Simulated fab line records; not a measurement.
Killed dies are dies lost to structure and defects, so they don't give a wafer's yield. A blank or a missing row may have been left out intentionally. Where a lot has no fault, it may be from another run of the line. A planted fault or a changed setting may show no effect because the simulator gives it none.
Lot-split experiment	flow n5 finfet	21 wafers read across 7 lots, on a route 1938 steps long

== THE SPLIT ==
At N5_PASSIVATION_PASS_ETCH_47 (etches SiNx in CF4/O2, target depth 770 nm, time 385 s), the setting time s was moved away from the recipe's 385 s on 11 of the 21 wafers read, by -19.0% to +19.8%. This setting was run at the recipe's value on the other wafers.

The split's own step is where the reading is taken.

== THE READING ==
etch.depth nm (the simulator's own value, which no gauge read), in nm, at N5_PASSIVATION_PASS_ETCH_47 (etches SiNx in CF4/O2, target depth 770 nm, time 385 s). The file gives no usual value for it. Here, 10 wafers ran the recipe; their average is 767.8 nm with a standard deviation of 19 nm.

wafer	tool, chamber at the split	time s as run, s	against the recipe	etch.depth nm, nm	against lot-mates on the recipe
L074.1	rie diel-06, 3	385	recipe	750.9	-
L074.5	rie diel-06, 3	385	recipe	745.9	-
L074.6	rie diel-06, 0	385	recipe	790.6	-
L083.3	rie diel-01, 1	385	recipe	743.2	-
L083.4	rie diel-01, 3	385	recipe	793.4	-
L083.5	rie diel-01, 0	385	recipe	781.5	-
L090.2	rie diel-02, 3	385	recipe	764.7	-
L090.3	rie diel-02, 0	461.4	+19.8%	918.9	+154.2
L090.6	rie diel-02, 0	461.4	+19.8%	916	+151.3
L095.1	rie diel-01, 1	311.8	-19.0%	609.7	-180.2
L095.3	rie diel-01, 0	385	recipe	789.9	-
L095.5	rie diel-01, 0	311.8	-19.0%	637.6	-152.3
L097.1	rie diel-02, 1	445.8	+15.8%	877.8	+123.3
L097.3	rie diel-02, 2	385	recipe	754.5	-
L097.5	rie diel-02, 2	445.8	+15.8%	879.1	+124.6
L094.1	rie diel-01, 3	357	-7.3%	729.7	no lot-mate on the recipe
L094.3	rie diel-01, 0	357	-7.3%	726.1	no lot-mate on the recipe
L094.4	rie diel-01, 2	357	-7.3%	716.6	no lot-mate on the recipe
L096.1	rie diel-06, 1	385	recipe	763.6	-
L096.2	rie diel-06, 3	327.1	-15.0%	669.1	-94.5
L096.6	rie diel-06, 0	327.1	-15.0%	674.8	-88.8

THE FIT
A straight line over all 21 wafers: etch.depth nm changes by +7.17 nm for each +1% of time s; r = +0.98; the points scatter about the line by 16 nm.
The same after taking each lot's own level away (the mean of its wafers on the recipe; 18 wafers): +7.74 nm for each +1%; r = +0.98; scatter 18 nm.
On that fit, the largest move of time s shifts the reading by 1.5e+02 nm.
From 754.50 to 789.90 nm: that is the span of the lots' own levels, equal to 1.9 times the standard deviation above.
Consequently the slope shifts little with the lot-to-lot level, the two slopes agreeing.
Check: with one of the wafers moved furthest among these (+19.8%) left out of the fit, the line predicts +154 nm for it against its lot-mates. Against them it came out at +154 nm.

== OTHER SPLITS APPLIED TO THESE WAFERS ==
Other splits were also applied to these wafers ahead of the reading. Each is held against what the fit with the lots' levels taken away leaves over:
other split on the same wafers	wafers away from the commonest value	r with etch.depth nm (lot level and that fit taken away)
N5_BEOL_M14_COAT_58 spin rpm	12	-0.14
N5_BEOL_M14_SPUTTER_43 power w	6	-0.22
N5_BEOL_M14_DEP_53 time s	6	-0.14
N5_MIM_BOT_SPUTTER_00 time s	4	-0.11
N5_PASSIVATION_SPUTTER_20 target thk a	9	+0.38

== THE FILE'S OWN FIT ==
etch.depth nm changes by +7.74 nm for each +1% of time s, r = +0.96.
